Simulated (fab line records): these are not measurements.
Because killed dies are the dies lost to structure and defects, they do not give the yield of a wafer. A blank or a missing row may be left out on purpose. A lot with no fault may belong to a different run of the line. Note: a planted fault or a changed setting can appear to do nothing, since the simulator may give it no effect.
Chamber matching	flow nand_harc	rie_diel-11 running NHARC_P_M2_ETCH_35: 4 sister chambers
The step etches the open film in N2/H2, target depth 40 nm, overetch 12 nm, time 43.94 s. 8 wafers are shown with their chamber, then 8 later ones without.

## WAFERS, EACH WITH ITS CHAMBER
wafer	chamber	rf_vpp_V (V)	oes_product_au (a.u.)
L078.6	2	428.7	0.983
L078.5	3	434.4	1.016
L079.3	3	435.3	1.003
L079.6	2	429.8	1.001
L083.1	1	431.4	0.987
L083.3	0	430.3	0.995
L083.5	1	433.2	0.991
L085.2	0	431.6	0.999

## WAFERS WHOSE CHAMBER IS MISSING
wafer	rf_vpp_V (V)	oes_product_au (a.u.)
L085.3	431.3	0.999
L085.6	428.6	1.000
L092.4	430.2	0.997
L092.5	432.1	1.015
L092.6	429.1	0.989
L096.1	430.7	1.013
L096.4	433.4	1.027
L096.6	434.5	1.036

## WHICH CHAMBER EACH WENT THROUGH
wafer	from the rows above	in truth
L085.3	can't be placed: 0 or 1 or 2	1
L085.6	can't be placed: 2 or 0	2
L092.4	can't be placed: 0 or 2 or 1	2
L092.5	can't be placed: 0 or 3 or 1 or 2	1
L092.6	can't be placed: 2 or 0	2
L096.1	can't be placed: 0 or 2 or 1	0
L096.4	can't be placed: 3 or 0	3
L096.6	3	3
Placed correctly: 1 of 8. From these rows, 7 cannot be placed; in 7 the true chamber is one of the candidates. 0 placed wrongly.
How it was worked out, from the rows above alone: a wafer's distance from a chamber is the root of the sum, over the readings, of the square of ((its reading less the chamber's mean) divided by the reading's scatter). If the next closest chamber is less than 2 further off than the closest, the wafer can't be placed; otherwise it belongs to the closest. Each chamber's mean is taken over the wafers shown for it. How the scatter is found: for the shown wafers, subtract from each reading the mean of its chamber, square and add these, divide the total by (wafers less chambers), then take the root.
